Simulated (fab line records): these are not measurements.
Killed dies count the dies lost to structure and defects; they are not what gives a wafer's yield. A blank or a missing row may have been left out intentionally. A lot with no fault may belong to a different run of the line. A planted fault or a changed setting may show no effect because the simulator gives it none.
Which tool was responsible? + flow n5_finfet + 10 lots with 30 wafers sampled at 4 steps, on a route of 1938 steps

WHAT EACH GAUGE READ, for each wafer
N5_BEOL_M4_RC_MEAS_101.
| lot  | measured     | on        | CJ_N           |
|------|--------------|-----------|----------------|
| L123 | day 8 01:22  | prober-02 | 4.37 4.29 4.37 |
| L125 | day 8 15:17  | prober-02 | 4.38 4.19 4.45 |
| L129 | day 9 11:34  | prober-02 | 4.43 4.24 4.39 |
| L130 | day 9 11:06  | prober-01 | 4.46 4.51 4.35 |
| L131 | day 9 16:11  | prober-02 | 4.32 4.30 4.24 |
| L132 | day 10 10:41 | prober-02 | 4.24 4.30 4.39 |
| L133 | day 11 02:49 | prober-01 | 4.34 4.29 4.27 |
| L134 | day 11 02:02 | prober-02 | 4.32 4.19 4.20 |
| L138 | day 12 01:31 | prober-01 | 4.21 2.88 4.19 |
| L145 | day 13 08:45 | prober-02 | 4.40 4.45 4.39 |

EACH LOT AND THE TOOL THAT RAN IT (in order: tool; ch and the chambers of the sampled wafers; start)
| lot  | N5_SD_EPI_N_SD_RECESS_17        | N5_BEOL_M4_SPUTTER_81        | N5_BEOL_M4_CO_CAP_55             |
|------|---------------------------------|------------------------------|----------------------------------|
| L123 | rie_si-06 ch 1,2, day 3 10:59   | pvd_sputter-03, day 7 22:56  | cvd_co-02 ch 0,1,2, day 8 01:07  |
| L125 | rie_si-03 ch 0,2,3, day 3 20:01 | pvd_sputter-02, day 8 12:35  | cvd_co-02 ch 0,2, day 8 14:54    |
| L129 | rie_si-06 ch 0,2,3, day 4 18:26 | pvd_sputter-03, day 9 08:53  | cvd_co-01 ch 0,1, day 9 11:08    |
| L130 | rie_si-01 ch 0,2, day 5 02:19   | pvd_sputter-01, day 9 08:37  | cvd_co-01 ch 0,1, day 9 10:50    |
| L131 | rie_si-06 ch 0,2,3, day 5 07:40 | pvd_sputter-03, day 9 13:44  | cvd_co-02 ch 0,1, day 9 15:55    |
| L132 | rie_si-06 ch 1,2,3, day 5 15:58 | pvd_sputter-03, day 10 08:10 | cvd_co-01 ch 0,1,2, day 10 10:28 |
| L133 | rie_si-06 ch 1,2,3, day 5 22:28 | pvd_sputter-02, day 10 23:33 | cvd_co-02 ch 0,1,2, day 11 02:17 |
| L134 | rie_si-06 ch 0,1,3, day 6 04:01 | pvd_sputter-01, day 10 23:23 | cvd_co-02 ch 0,1,2, day 11 01:48 |
| L138 | rie_si-06 ch 0,1,3, day 7 03:32 | pvd_sputter-02, day 11 23:02 | cvd_co-02 ch 1,2, day 12 01:17   |
| L145 | rie_si-03 ch 0,2, day 8 22:36   | pvd_sputter-03, day 13 06:19 | cvd_co-01 ch 0,1, day 13 08:31   |
- N5_SD_EPI_N_SD_RECESS_17: chemistry HBr/Cl2/O2, target depth 41 nm, time 23.7 s, bt time 3 s.
- N5_BEOL_M4_SPUTTER_81: material Cu, target thk 4.5 nm, time 8.29 s.
- N5_BEOL_M4_CO_CAP_55: material Co, precursor CCTBA/H2, target thk 2 nm, time 102.1 s.

THE ANSWER, worked out from the rows above alone
Rule: the lots themselves supply what counts as usual. Put in order of their means at a reading, lots are off if they are a third of the lots or fewer, leave a main group of 4 or more, and stand apart from it by a gap of 3 or more times the standard deviation of the main group's means; of several such gaps the widest counts. The tables above print the reading to a certain number of digits; a main group whose means all agree to those digits is not used. A lot without any number at a reading at which 4 lots or more have one is off too. Any other lot the step has rows for is counted as sound.
Off: at N5_BEOL_M4_RC_MEAS_101 (CJ_N), L138. Main group: mean 4.34, sd 0.059.
A tool fits if, at a process step before that reading, it ran every lot that is off, and no sound lot after the first of them. Gauges at N5_BEOL_M4_RC_MEAS_101: tried the same way as those tools. Can't be told from this: 4 tools fit, rie_si-06 at N5_SD_EPI_N_SD_RECESS_17, pvd_sputter-02 at N5_BEOL_M4_SPUTTER_81, cvd_co-02 at N5_BEOL_M4_CO_CAP_55, prober-01 at N5_BEOL_M4_RC_MEAS_101.

WHAT HAD BEEN PUT IN BY THE SIMULATOR
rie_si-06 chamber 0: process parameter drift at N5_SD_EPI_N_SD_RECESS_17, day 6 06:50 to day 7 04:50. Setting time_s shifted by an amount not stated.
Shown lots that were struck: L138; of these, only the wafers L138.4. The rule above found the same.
